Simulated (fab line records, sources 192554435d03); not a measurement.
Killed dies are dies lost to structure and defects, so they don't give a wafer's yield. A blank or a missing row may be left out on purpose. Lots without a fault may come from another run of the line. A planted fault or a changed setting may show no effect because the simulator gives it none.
Chamber matching | flow n5_finfet | N5_BEOL_M0_PRE_CLEAN_131 on cvd_co-01: 3 sister chambers
The step time 15 s. 6 wafers are shown with their chamber, then 12 later ones without.

WAFERS WITH THEIR CHAMBER
wafer  | chamber | heater_power_w (W)
L076.6 | 2       | 64
L079.2 | 2       | 65
L090.5 | 0       | 107
L091.2 | 0       | 107
L092.4 | 1       | 108
L092.6 | 1       | 107

WAFERS WITHOUT THEIR CHAMBER
wafer  | heater_power_w (W)
L094.1 | 109
L094.2 | 107
L094.3 | 111
L094.4 | 108
L094.5 | 108
L094.6 | 106
L095.1 | 108
L095.2 | 107
L095.5 | 105
L097.3 | 110
L097.5 | 109
L097.6 | 107

WHICH CHAMBER EACH WENT THROUGH
wafer  | from the rows above     | in truth
L094.1 | can't be placed: 1 or 0 | 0
L094.2 | can't be placed: 0 or 1 | 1
L094.3 | can't be placed: 1 or 0 | 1
L094.4 | can't be placed: 1 or 0 | 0
L094.5 | can't be placed: 1 or 0 | 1
L094.6 | can't be placed: 0 or 1 | 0
L095.1 | can't be placed: 1 or 0 | 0
L095.2 | can't be placed: 0 or 1 | 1
L095.5 | can't be placed: 0 or 1 | 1
L097.3 | can't be placed: 1 or 0 | 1
L097.5 | can't be placed: 1 or 0 | 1
L097.6 | can't be placed: 0 or 1 | 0
Placed correctly: 0 of 12. Can't be placed from these rows: 12 (the true chamber is among the candidates in 12). Placed wrongly: 0.
How it was worked out, from the rows above alone: a wafer's distance from a chamber is the root of the sum, over the readings, of the square of ((its reading less the chamber's mean) divided by the reading's scatter). The wafer belongs to the nearest chamber; if the next one is less than 2 further off, it can't be placed. A chamber's mean is the mean of its shown wafers. The scatter: the root of (the sum of the squares of (reading less its chamber's mean) over the shown wafers, divided by (wafers less chambers)).
